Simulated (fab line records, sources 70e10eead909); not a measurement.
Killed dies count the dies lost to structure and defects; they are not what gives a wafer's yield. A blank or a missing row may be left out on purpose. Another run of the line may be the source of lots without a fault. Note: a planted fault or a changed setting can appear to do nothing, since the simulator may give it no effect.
fab line records | flow nand_harc
record: lots: 11 wafers: 33 last_day: 31
route steps=1302 shown A_SGD_CUT@910 A_SLIT@936 END@1302
lots untouched by any fault: they come from a run of this same line in which no faults occurred
start_h: start of the lot's first displayed wafer, in hours after the record's first day | wait_h: time in hours since the lot's previous step | " the same as in the row above | L1.1+2: several wafers, shown together as one row | - no value, or no start was given | * or withheld: withheld | < > ~ a bound
route shown NAME@n: NAME is a module with steps in the file, n the number in the route of the first one | usual: mean/standard deviation taken from wafers without a fault | same: alike in all rows | chamber/n: place in a boat | sites: each site's reading | _std_site: the values' standard deviation | _edge_site: mean of outer sites minus mean of inner sites | radius_mm: for every site, how far away it sits from the centre of the wafer | mask NAME#n: copy n | behind: the tool/chamber that last shaped the wafer | hold: why the lot was held/for how many hours/how that ended | device: which transistor (n, p or np) failed to switch | end of line: the same wafers' tests at the end of the route | a step with no rows: only its recipe | killed: dies lost to structure and defects at the first sort, not the wafer's yield | map: per-die view of a wafer (x killed, . not killed, _ where there is no die)
set.NAME: the setting as run; set.NAME@STEP: as run at that earlier step | model.NAME: the simulator's own value behind a step, which no gauge read
route steps across a sampled set of lots; one table per step, one row per wafer
services: from which hour (start_h, from the record's first day; less than 0 if before it) a tool's chamber was out of use, for how many hours, and why
== steps ==
step: NHARC_A_SGD_CUT_STRIP_17
recipe: o2_flow_sccm: 500 ar_flow_sccm: 0 bias_w: 0 chemistry: O2
usual: drypump_motor_current_A: 5.6/0.41 oes_product_au: 0.999/0.014 rf_vpp_V: 57.7/0.81 showerhead_plenum_p_Torr: 3.51/0.13 throttle_valve_pct: 17.037/0.0085
columns lot.wafer tool chamber start_h wait_h drypump_motor_current_A oes_product_au rf_hours_counter_h rf_vpp_V showerhead_plenum_p_Torr throttle_valve_pct
L889.4 rie_diel-09 2 - - 6.3 0.982 5 57.3 3.30 17.051
L889.3 " 0 " " 5.0 0.985 5 56.7 3.36 17.037
L889.6 " 3 " " 5.6 0.992 - 58.2 3.63 17.029
L888.1 rie_diel-04 0 - - 5.5 0.978 6 58.8 3.53 17.040
L888.4 " 2 " " 5.1 0.975 6 57.9 3.59 17.043
L888.5 " 1 " " 5.4 0.995 - 56.6 3.62 17.054
L887.1 rie_diel-10 1 - - 5.9 0.992 1 58.8 3.47 17.038
L887.5 " 3 " " 6.4 0.986 - 58.1 3.41 17.039
L887.6 " 0 " " 5.2 1.004 - 57.9 3.48 17.023
L892.4 rie_diel-04 1 - - 5.4 0.992 11 58.1 3.61 17.054
L892.3 " 2 " " 5.1 0.966 10 57.5 3.59 17.035
L892.5 " 0 " " 5.5 0.994 - 57.9 3.53 17.036
L893.3 rie_diel-04 0 - - 5.5 1.005 12 56.0 3.53 17.022
L893.4 " 1 " " 5.4 1.012 12 58.1 3.61 17.029
L893.5 " 1 " " 5.4 1.004 - 57.6 3.61 17.029
L896.2 rie_diel-10 2 - - 5.2 1.000 7 58.0 3.78 17.041
L896.1 " 3 " " 6.3 0.972 7 58.1 3.40 17.045
L896.6 " 1 " " 5.9 1.009 - 58.0 3.47 17.035
L897.1 rie_diel-09 0 - - 5.0 0.992 1 59.6 3.35 17.025
L897.6 " 0 " " 5.0 0.991 - 57.4 3.35 17.029
L897.5 " 1 " " 5.8 1.000 - 57.3 3.65 17.048
L898.3 rie_diel-04 0 - - 5.5 1.000 1 57.4 3.53 17.047
L898.6 " 1 " " 5.4 1.014 - 58.2 3.61 17.033
L898.5 " 2 " " 5.1 0.990 - 58.5 3.59 17.036
L899.2 rie_diel-04 3 - - 5.8 1.015 3 57.2 3.35 17.033
L899.4 " 0 " " 5.5 0.999 3 56.6 3.52 17.037
L899.6 " 2 " " 5.1 1.002 - 58.5 3.59 17.022
L905.2 rie_diel-09 2 - - 6.3 0.992 4 58.4 3.29 17.040
L905.1 " 3 " " 5.6 1.011 4 57.2 3.62 17.026
L905.5 " 1 " " 5.8 1.008 - 58.3 3.65 17.022
L904.2 rie_diel-04 2 - - 5.1 0.988 7 57.4 3.58 17.044
L904.6 " 3 " " 5.8 1.022 - 56.8 3.35 17.046
L904.5 " 0 " " 5.5 1.016 - 57.9 3.52 17.034
step: NHARC_A_SGD_CUT_STRIP_28
recipe: time_s: 20 o2_flow_sccm: 500 ar_flow_sccm: 0 bias_w: 0 chemistry: O2
usual: drypump_motor_current_A: 5.6/0.44 oes_product_au: 0.998/0.013 rf_vpp_V: 57.7/0.84 showerhead_plenum_p_Torr: 3.51/0.13 throttle_valve_pct: 17.037/0.0094
same: time_s: 20
columns lot.wafer tool chamber start_h wait_h drypump_motor_current_A oes_product_au rf_hours_counter_h rf_vpp_V showerhead_plenum_p_Torr throttle_valve_pct
L889.4 rie_diel-09 0 - - 5.0 0.985 5 55.9 3.36 17.042
L889.3 " 2 " " 6.3 0.984 5 56.7 3.30 17.033
L889.6 " 1 " " 5.8 0.995 - 57.7 3.65 17.032
L888.1 rie_diel-10 2 - - 5.2 1.000 1 56.5 3.78 17.040
L888.4 " 3 " " 6.4 0.985 1 58.4 3.41 17.033
L888.5 " 1 " " 5.9 1.000 - 56.7 3.47 17.024
L887.1 rie_diel-09 1 - - 5.8 0.986 4 59.2 3.65 17.023
L887.5 " 2 " " 6.3 0.978 - 58.2 3.30 17.028
L887.6 " 3 " " 5.6 0.996 - 56.7 3.63 17.031
L892.3 rie_diel-10 0 - - 5.1 1.009 4 57.8 3.48 17.035
L892.4 " 3 " " 6.4 0.986 5 58.6 3.40 17.032
L892.5 " 0 " " 5.1 1.015 - 57.6 3.48 17.012
L893.4 rie_diel-09 2 - - 6.3 0.999 0 56.0 3.30 17.035
L893.3 " 3 " " 5.6 1.010 1 56.8 3.63 17.035
L893.5 " 2 " " 6.3 1.005 - 56.9 3.30 17.034
L896.1 rie_diel-10 2 - - 5.2 0.985 7 58.8 3.78 17.041
L896.2 " 1 " " 5.9 1.008 7 56.7 3.47 17.032
L896.6 " 2 " " 5.2 0.980 - 57.0 3.78 17.021
L897.1 rie_diel-10 3 - - 6.4 0.970 8 57.8 3.40 17.032
L897.6 " 2 " " 5.2 0.987 - 58.2 3.78 17.037
L897.5 " 3 " " 6.4 0.973 - 57.6 3.40 17.033
L898.3 rie_diel-04 1 - - 5.4 1.027 1 58.3 3.61 17.032
L898.5 " 0 " " 5.5 1.005 - 57.4 3.52 17.038
L898.6 " 1 " " 5.4 1.021 - 57.9 3.61 17.036
L899.2 rie_diel-10 3 - - 6.4 0.995 10 58.9 3.40 17.055
L899.4 " 2 " " 5.2 0.993 10 60.0 3.78 17.036
L899.6 " 3 " " 6.4 0.985 - 57.0 3.40 17.037
L905.1 rie_diel-10 1 - - 5.9 0.986 0 57.1 3.47 17.044
L905.2 " 2 " " 5.2 1.002 0 57.2 3.78 17.044
L905.5 " 3 " " 6.4 0.994 - 57.7 3.40 17.041
L904.2 rie_diel-10 0 - - 5.2 1.000 1 57.7 3.48 17.029
L904.5 " 0 " " 5.2 1.005 - 57.5 3.48 17.047
L904.6 " 1 " " 5.9 0.977 - 56.9 3.47 17.013
step: NHARC_A_SLIT_DESCUM_14
recipe: time_s: 3 o2_flow_sccm: 200 ar_flow_sccm: 0 bias_power_w: 0 chemistry: O2
usual: drypump_motor_current_A: 5.4/0.35 oes_product_au: 1.002/0.011 rf_vpp_V: 57.7/0.85 showerhead_plenum_p_Torr: 1.92/0.078 throttle_valve_pct: 11.311/0.0087
same: time_s: 3
columns lot.wafer tool chamber start_h wait_h drypump_motor_current_A oes_product_au rf_hours_counter_h rf_vpp_V showerhead_plenum_p_Torr throttle_valve_pct
L889.3 rie_diel-08 2 456.55 0.1 5.4 1.002 3.5 56.9 1.78 11.303
L889.4 " 3 " " 6.1 1.006 3.8 57.3 1.94 11.303
L889.6 " 2 " " 5.4 0.994 - 56.1 1.78 11.314
L888.4 rie_diel-12 2 458.21 0.1 5.2 1.015 0.2 57.6 1.91 11.307
L888.1 " 3 " " 6.0 0.999 0.2 57.3 1.97 11.311
L888.5 " 2 " " 5.2 1.025 - 56.1 1.92 11.314
L887.1 rie_diel-02 3 460.34 0.1 5.2 1.015 3.6 58.4 1.99 11.315
L887.6 " 3 " " 5.3 1.013 - 57.7 1.99 11.293
L887.5 " 0 " " 5.3 1.011 - 57.3 2.00 11.298
L892.4 rie_diel-02 1 510.09 0.1 5.7 0.989 5.8 59.0 1.94 11.324
L892.3 " 2 " " 4.9 1.006 5.2 58.2 1.99 11.322
L892.5 " 1 " " 5.7 0.981 - 58.1 1.94 11.308
L893.3 rie_diel-02 3 520.54 0.1 5.3 1.012 7.2 57.8 1.99 11.321
L893.4 " 1 " " 5.6 0.992 7.0 57.0 1.94 11.300
L893.5 " 0 " " 5.2 0.998 - 58.7 2.00 11.306
L896.1 rie_diel-02 1 549.90 0.1 5.7 0.994 9.2 57.9 1.94 11.325
L896.2 " 2 " " 5.0 1.013 9.5 56.9 1.99 11.316
L896.6 " 1 " " 5.7 0.975 - 57.9 1.94 11.319
L897.1 rie_diel-08 1 566.68 0.1 4.9 0.986 0.7 57.9 1.82 11.324
L897.6 " 2 " " 5.4 1.012 - 57.1 1.78 11.323
L897.5 " 3 " " 6.1 0.990 - 57.6 1.94 11.315
L898.3 rie_diel-08 3 578.61 0.1 6.1 0.990 2.1 57.0 1.94 11.320
L898.6 " 1 " " 4.9 0.984 - 58.1 1.82 11.306
L898.5 " 2 " " 5.4 1.003 - 57.5 1.78 11.313
L899.4 rie_diel-08 3 596.67 0.1 6.1 0.992 4.2 58.0 1.94 11.319
L899.2 " 0 " " 5.9 0.998 4.3 56.9 1.81 11.320
L899.6 " 3 " " 6.1 0.992 - 58.0 1.94 11.313
L905.1 rie_diel-02 2 620.17 0.1 4.9 1.002 3.9 58.4 1.99 11.307
L905.2 " 0 " " 5.3 1.010 4.1 56.6 1.99 11.311
L905.5 " 2 " " 4.9 1.003 - 57.4 1.99 11.298
L904.2 rie_diel-02 2 626.99 0.1 4.9 1.008 4.4 58.0 1.99 11.308
L904.6 " 3 " " 5.3 1.011 - 59.0 1.99 11.301
L904.5 " 0 " " 5.2 1.001 - 57.6 1.99 11.307
step: NHARC_A_SLIT_ETCH_17
recipe: bias_v: 900 source_w: withheld pressure_mtorr: 20 ar_flow_sccm: 375 c4f8_flow_sccm: 83.3 o2_flow_sccm: 41.7 time_s: 4254.5 target_depth_a: 2.03e+05 chemistry: C4F8/O2/Ar
usual: c4f8_flow_sccm: 83.30/0.27 chamber_pressure_mTorr: 19.998/0.019 drypump_motor_current_A: 5.6/0.41 showerhead_plenum_p_Torr: 3.67/0.17 throttle_valve_pct: 32.046/0.0092 time_s: 4254.5/0
columns lot.wafer tool chamber start_h wait_h c4f8_flow_sccm chamber_pressure_mTorr drypump_motor_current_A rf_hours_counter_h showerhead_plenum_p_Torr throttle_valve_pct time_s
L889.3 har_etch-02 1 459.02 - 83.47 19.992 5.8 - 3.92 32.043 4254.5
L889.4 " 0 " " 83.30 19.993 5.1 - 3.69 32.033 4254.5
L889.6 " 1 " " 83.45 20.006 5.8 - 3.92 32.042 4254.5
L888.1 har_etch-02 1 461.66 - 83.09 19.982 5.8 39 3.92 32.058 4254.5
L888.4 " 0 463.48 - 83.22 20.009 5.1 - 3.69 32.052 4254.5
L888.5 " 1 " " 82.83 19.981 5.8 - 3.92 32.036 4254.5
L887.1 har_etch-02 0 466.10 - 83.32 19.999 5.1 42 3.69 32.044 4254.5
L887.6 " 1 467.93 - 82.79 19.975 5.7 - 3.92 32.059 4254.5
L887.5 " 0 " " 83.05 19.992 5.1 - 3.69 32.055 4254.5
L892.3 har_etch-02 0 513.46 - 83.39 19.988 5.1 - 3.67 32.037 4254.5
L892.4 " 1 " " 83.58 19.996 5.7 - 3.90 32.057 4254.5
L892.5 " 1 515.32 - 83.40 20.005 5.8 - 3.90 32.052 4254.5
L893.3 har_etch-01 1 523.01 - 83.21 19.979 6.1 - 3.64 32.049 4254.5
L893.4 " 0 " " 83.58 19.987 5.2 - 3.44 32.054 4254.5
L893.5 " 0 524.86 - 83.44 20.001 5.2 - 3.44 32.056 4254.5
L896.1 har_etch-02 1 551.15 - 83.27 19.986 5.8 89 3.89 32.049 4254.5
L896.2 " 0 " " 83.62 19.985 5.1 89 3.66 32.054 4254.5
L896.6 " 1 553.56 - 83.69 20.003 5.8 - 3.89 32.050 4254.5
L897.1 har_etch-02 1 567.92 - 83.37 20.015 5.8 96 3.89 32.040 4254.5
L897.6 " 1 570.32 - 83.13 19.999 5.8 - 3.89 32.039 4254.5
L897.5 " 0 " " 83.59 20.014 5.1 - 3.66 32.039 4254.5
L898.3 har_etch-02 0 581.04 - 82.98 20.037 5.1 - 3.65 32.033 4254.5
L898.5 " 0 582.23 - 83.22 19.994 5.1 - 3.65 32.048 4254.5
L898.6 " 1 " " 83.67 20.058 5.8 - 3.88 32.053 4254.5
L899.2 har_etch-02 1 601.52 - - - - - - - -
L899.4 " 0 " " - - - - - - -
L899.6 " 0 603.34 - - - - - - - -
L905.2 har_etch-01 0 621.42 - - - - - - - -
L905.1 " 1 " " - - - - - - -
L905.5 " 1 624.50 - - - - - - - -
L904.2 har_etch-01 0 634.23 - - - - - - - -
L904.6 " 1 636.07 - - - - - - - -
L904.5 " 0 " " - - - - - - -
step: NHARC_END_SORT_01
recipe: temp_c: 25
usual: killed_at_array: 54/21 killed_at_other: 0.9/1.1 killed_at_periphery: 3.5/2.5 killed_dies: 58/21 killed_open: 3.3/1.9 killed_short: 2.6/1.8
same: gross_dies: 677
columns lot.wafer tool chamber start_h wait_h killed_at_array killed_at_other killed_at_periphery killed_dies killed_open killed_short
L899.2 prober-02 0 716.76 2.8 673 0 4 677 4 6
L899.4 prober-02 0 718.38 3.4 672 0 5 677 2 3
L899.6 prober-02 0 719.99 4.0 671 0 6 677 5 3
L905.1 prober-02 0 732.17 2.5 675 0 2 677 4 0
L905.2 prober-02 0 732.97 2.8 673 2 2 677 6 2
L905.5 prober-02 0 735.36 3.7 673 0 4 677 6 4
L904.2 prober-01 0 743.73 2.8 673 0 4 677 3 3
L904.5 prober-01 0 746.12 3.7 669 2 6 677 3 1
L904.6 prober-01 0 746.91 4.0 668 2 7 677 6 4
killed by level:class
L899.2 A_SLIT:area_etch=608 A_CHANNEL_HOLE_D1:chamber_film_flake=28 A_CHANNEL_HOLE_D2:chamber_film_flake=17 A_WL_FILL:geometric_particle:short=4 A_CONTACT:chamber_film_flake=4 A_ONON_D1:geometric_particle:open=3 A_CHANNEL_FILL_D2:chamber_film_flake=3 A_ZERO_WELL:chamber_film_flake=2
L899.4 A_SLIT:area_etch=601 A_CHANNEL_HOLE_D1:chamber_film_flake=34 A_CHANNEL_HOLE_D2:chamber_film_flake=15 A_SLIT:chamber_film_flake=6 P_M1:chamber_film_flake=4 A_STAIRCASE:chamber_film_flake=4 A_CHANNEL_FILL_D2:chamber_film_flake=3 A_CONTACT:chamber_film_flake=2
L899.6 A_SLIT:area_etch=611 A_CHANNEL_HOLE_D1:chamber_film_flake=33 A_CHANNEL_HOLE_D2:chamber_film_flake=8 A_STAIRCASE:chamber_film_flake=3 A_SLIT:chamber_film_flake=3 P_M1:chamber_film_flake=2 A_ZERO_WELL:chamber_film_flake=2 A_CHANNEL_FILL_D2:chamber_film_flake=2
L905.1 A_SLIT:area_etch=620 A_SLIT:chamber_film_flake=21 A_CHANNEL_HOLE_D1:chamber_film_flake=12 A_CONTACT:chamber_film_flake=11 A_DECK1_JOINT:chamber_film_flake=3 P_BONDPAD:chamber_film_flake=2 A_CHANNEL_FILL_D1:geometric_particle:open=1 A_DECK1_JOINT:geometric_particle:open=1
L905.2 A_SLIT:area_etch=608 A_SLIT:chamber_film_flake=32 A_CONTACT:chamber_film_flake=13 A_CHANNEL_HOLE_D1:chamber_film_flake=8 P_BONDPAD:chamber_film_flake=2 A_CHANNEL_FILL_D2:geometric_particle:open=2 A_STAIRCASE:chamber_film_flake=2 THIN_TSV:chamber_film_flake=2
L905.5 A_SLIT:area_etch=613 A_SLIT:chamber_film_flake=21 A_CONTACT:chamber_film_flake=13 A_CHANNEL_HOLE_D1:chamber_film_flake=12 P_BONDPAD:chamber_film_flake=3 A_ONON_D2:geometric_particle:short=2 A_WL_FILL:chamber_film_flake=2 A_ONON_D1:geometric_particle:open=1
L904.2 A_SLIT:area_etch=587 A_CHANNEL_HOLE_D1:chamber_film_flake=37 A_SLIT:chamber_film_flake=28 A_CHANNEL_HOLE_D2:chamber_film_flake=8 A_CONTACT:chamber_film_flake=4 P_GATE:chamber_film_flake=3 A_STAIRCASE:chamber_film_flake=3 P_M0:geometric_particle:short=1
L904.5 A_SLIT:area_etch=588 A_CHANNEL_HOLE_D1:chamber_film_flake=33 A_SLIT:chamber_film_flake=29 A_CHANNEL_HOLE_D2:chamber_film_flake=8 A_CONTACT:chamber_film_flake=5 P_BONDPAD:chamber_film_flake=4 A_CHANNEL_FILL_D2:chamber_film_flake=2 THIN_TSV:chamber_film_flake=2
L904.6 A_SLIT:area_etch=598 A_CHANNEL_HOLE_D1:chamber_film_flake=32 A_SLIT:chamber_film_flake=19 A_CHANNEL_HOLE_D2:chamber_film_flake=8 A_CONTACT:chamber_film_flake=3 P_CONTACT:geometric_particle:open=2 A_DECK1_JOINT:geometric_particle:open=2 THIN_TSV:chamber_film_flake=2
== services ==
columns tool chamber start_h hours kind
rie_diel-08 1 429.15 2.2 repair
rie_diel-09 1 443.02 1.3 repair
rie_diel-08 1 444.04 7.5 repair
rie_diel-12 - 445.40 9.0 pm
rie_diel-12 1 459.06 7.6 repair
rie_diel-10 3 461.16 4.1 repair
rie_diel-09 3 475.81 7.2 repair
rie_diel-09 - 497.16 9.0 pm
rie_diel-04 1 512.98 1.3 repair
rie_diel-12 3 513.77 10.1 repair
rie_diel-02 1 526.08 8.1 repair
rie_diel-04 - 531.90 9.0 pm
rie_diel-08 - 544.80 9.0 pm
rie_diel-10 1 546.39 1.7 repair
rie_diel-02 2 562.91 7.4 repair
rie_diel-08 1 567.26 8.4 repair
rie_diel-02 - 570.70 9.0 pm
rie_diel-09 2 574.61 14.1 repair
rie_diel-10 - 596.50 9.0 pm
rie_diel-04 1 604.92 8.3 repair
rie_diel-08 2 612.46 20.7 repair
rie_diel-09 2 616.52 14.2 repair
rie_diel-04 2 616.94 19.4 repair
rie_diel-04 1 617.14 8.9 repair
== key ==
first_sign: step: NHARC_A_SLIT_ETCH_17 reading: tool_record direction: missing
effect: step: NHARC_END_SORT_01 reading: killed_dies direction: up sigmas: 29 usual: 58 struck: 677
more_kills_born_at: NHARC_A_SLIT_ETCH_17@har_etch-01: 3614 NHARC_A_SLIT_ETCH_17@har_etch-02: 1820
met_at NHARC_A_SLIT_ETCH_17
struck_lots L899,L904,L905
later_rows_left_out L899.2,L899.4,L899.6,L904.2,L904.5,L904.6,L905.1,L905.2,L905.5
tester_left_out L899,L904,L905
not_acting_at NHARC_A_SGD_CUT_STRIP_17,NHARC_A_SGD_CUT_STRIP_28,NHARC_A_SLIT_DESCUM_14
onset_between 581.04 601.52
fault: kind: skipped_step_whole tool: har_etch-01,har_etch-02 chamber: - onset_h: 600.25 steps: NHARC_A_SLIT_ETCH_17 scope: struck_lots_only
tester_left_out: of these lots the tester's yield and bins aren't shown, on N5 and GAA mostly nor the transistor test; their killed dies are dies lost to structure and defects alone, not to doping, threshold or leakage, so they don't give the yield
later_rows_left_out: the simulator's readings of these wafers behind a module that went badly wrong aren't trusted and aren't shown, but for the sort
